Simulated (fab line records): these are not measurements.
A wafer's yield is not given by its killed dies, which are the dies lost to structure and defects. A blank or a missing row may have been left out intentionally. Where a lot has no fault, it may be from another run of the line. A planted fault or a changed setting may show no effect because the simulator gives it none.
Chamber matching || flow n5-finfet || N5_BEOL_M9_CURE_72 on uv-cure-03 has 3 sister chambers
The step cures SiCOH lowk, time 120 s. 30 wafers are shown with their chamber, then 12 later ones without.

== WAFERS PAIRED WITH THEIR CHAMBERS ==
{"wafer": "L075.2", "chamber": 0, "wafer_temp_C_max": 371.4, "lamp-power-pct (%)": 52.33}
{"wafer": "L075.4", "chamber": 0, "wafer_temp_C_max": 371.5, "lamp-power-pct (%)": 52.37}
{"wafer": "L075.5", "chamber": 0, "wafer_temp_C_max": 371.5, "lamp-power-pct (%)": 52.28}
{"wafer": "L074.2", "chamber": 2, "wafer_temp_C_max": 372.6, "lamp-power-pct (%)": 52.45}
{"wafer": "L074.4", "chamber": 2, "wafer_temp_C_max": 372.1, "lamp-power-pct (%)": 52.38}
{"wafer": "L074.6", "chamber": 2, "wafer_temp_C_max": 372.2, "lamp-power-pct (%)": 52.29}
{"wafer": "L076.3", "chamber": 2, "wafer_temp_C_max": 371.7, "lamp-power-pct (%)": 52.30}
{"wafer": "L076.4", "chamber": 2, "wafer_temp_C_max": 371.6, "lamp-power-pct (%)": 52.26}
{"wafer": "L076.5", "chamber": 2, "wafer_temp_C_max": 372.3, "lamp-power-pct (%)": 52.31}
{"wafer": "L077.1", "chamber": 1, "wafer_temp_C_max": 372.5, "lamp-power-pct (%)": 52.40}
{"wafer": "L077.5", "chamber": 1, "wafer_temp_C_max": 372.3, "lamp-power-pct (%)": 52.36}
{"wafer": "L077.6", "chamber": 1, "wafer_temp_C_max": 372.6, "lamp-power-pct (%)": 52.33}
{"wafer": "L085.1", "chamber": 1, "wafer_temp_C_max": 372.2, "lamp-power-pct (%)": 52.32}
{"wafer": "L085.2", "chamber": 1, "wafer_temp_C_max": 372.0, "lamp-power-pct (%)": 52.27}
{"wafer": "L085.5", "chamber": 1, "wafer_temp_C_max": 372.3, "lamp-power-pct (%)": 52.24}
{"wafer": "L085.3", "chamber": 1, "wafer_temp_C_max": 371.7, "lamp-power-pct (%)": 52.23}
{"wafer": "L085.4", "chamber": 1, "wafer_temp_C_max": 371.6, "lamp-power-pct (%)": 52.18}
{"wafer": "L085.6", "chamber": 1, "wafer_temp_C_max": 372.8, "lamp-power-pct (%)": 52.39}
{"wafer": "L086.2", "chamber": 2, "wafer_temp_C_max": 372.6, "lamp-power-pct (%)": 52.24}
{"wafer": "L086.3", "chamber": 2, "wafer_temp_C_max": 372.4, "lamp-power-pct (%)": 52.18}
{"wafer": "L086.5", "chamber": 2, "wafer_temp_C_max": 372.4, "lamp-power-pct (%)": 52.33}
{"wafer": "L087.1", "chamber": 1, "wafer_temp_C_max": 372.3, "lamp-power-pct (%)": 52.31}
{"wafer": "L087.2", "chamber": 1, "wafer_temp_C_max": 372.3, "lamp-power-pct (%)": 52.32}
{"wafer": "L087.5", "chamber": 1, "wafer_temp_C_max": 372.8, "lamp-power-pct (%)": 52.27}
{"wafer": "L089.1", "chamber": 0, "wafer_temp_C_max": 371.5, "lamp-power-pct (%)": 52.30}
{"wafer": "L089.4", "chamber": 0, "wafer_temp_C_max": 371.3, "lamp-power-pct (%)": 52.25}
{"wafer": "L089.6", "chamber": 0, "wafer_temp_C_max": 371.3, "lamp-power-pct (%)": 52.36}
{"wafer": "L089.2", "chamber": 0, "wafer_temp_C_max": 371.4, "lamp-power-pct (%)": 52.29}
{"wafer": "L089.3", "chamber": 0, "wafer_temp_C_max": 371.5, "lamp-power-pct (%)": 52.29}
{"wafer": "L089.5", "chamber": 0, "wafer_temp_C_max": 371.1, "lamp-power-pct (%)": 52.37}

SIGNATURES, as means of the wafers listed above
{"reading": "wafer_temp_C_max", "chamber 0": 371.389, "chamber 1": 372.283, "chamber 2": 372.211, "scatter within a chamber": 0.319}
{"reading": "lamp-power-pct", "chamber 0": 52.3156, "chamber 1": 52.3017, "chamber 2": 52.3044, "scatter within a chamber": 0.0646}
Rule: distance of a wafer from a chamber = root of the sum over the readings of ((wafer's reading minus chamber's mean) / reading's scatter) squared. The wafer belongs to the nearest chamber; if the next one is less than 2 further off, it can't be placed. The scatter: take each reading less its chamber's mean, square it, sum over the shown wafers, divide by the number of wafers less the number of chambers, and take the root.

== WAFERS WITH NO CHAMBER GIVEN ==
{"wafer": "L092.3", "wafer_temp_C_max": 371.0, "lamp-power-pct (%)": 52.36}
{"wafer": "L092.4", "wafer_temp_C_max": 371.5, "lamp-power-pct (%)": 52.29}
{"wafer": "L092.5", "wafer_temp_C_max": 371.3, "lamp-power-pct (%)": 52.27}
{"wafer": "L090.4", "wafer_temp_C_max": 371.0, "lamp-power-pct (%)": 52.28}
{"wafer": "L090.5", "wafer_temp_C_max": 371.9, "lamp-power-pct (%)": 52.33}
{"wafer": "L090.6", "wafer_temp_C_max": 371.7, "lamp-power-pct (%)": 52.32}
{"wafer": "L093.1", "wafer_temp_C_max": 372.0, "lamp-power-pct (%)": 52.23}
{"wafer": "L093.2", "wafer_temp_C_max": 372.6, "lamp-power-pct (%)": 52.31}
{"wafer": "L093.6", "wafer_temp_C_max": 372.1, "lamp-power-pct (%)": 52.31}
{"wafer": "L095.2", "wafer_temp_C_max": 372.3, "lamp-power-pct (%)": 52.37}
{"wafer": "L095.3", "wafer_temp_C_max": 372.3, "lamp-power-pct (%)": 52.37}
{"wafer": "L095.6", "wafer_temp_C_max": 371.6, "lamp-power-pct (%)": 52.25}

== EACH ONE'S CHAMBER ==
{"wafer": "L092.3", "from the rows above": 0, "in truth": 0}
{"wafer": "L092.4", "from the rows above": "can't be placed: 0 or 2 or 1", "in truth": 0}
{"wafer": "L092.5", "from the rows above": 0, "in truth": 0}
{"wafer": "L090.4", "from the rows above": 0, "in truth": 0}
{"wafer": "L090.5", "from the rows above": "can't be placed: 2 or 1 or 0", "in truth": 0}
{"wafer": "L090.6", "from the rows above": "can't be placed: 0 or 2 or 1", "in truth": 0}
{"wafer": "L093.1", "from the rows above": "can't be placed: 2 or 1 or 0", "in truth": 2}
{"wafer": "L093.2", "from the rows above": "can't be placed: 1 or 2", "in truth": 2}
{"wafer": "L093.6", "from the rows above": "can't be placed: 2 or 1 or 0", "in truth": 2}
{"wafer": "L095.2", "from the rows above": "can't be placed: 2 or 1 or 0", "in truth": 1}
{"wafer": "L095.3", "from the rows above": "can't be placed: 2 or 1 or 0", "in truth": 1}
{"wafer": "L095.6", "from the rows above": "can't be placed: 0 or 2 or 1", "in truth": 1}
Correctly placed: 3 of 12. Not placeable from these rows: 9 (in 9, the candidates include the true chamber). Wrongly placed: 0.
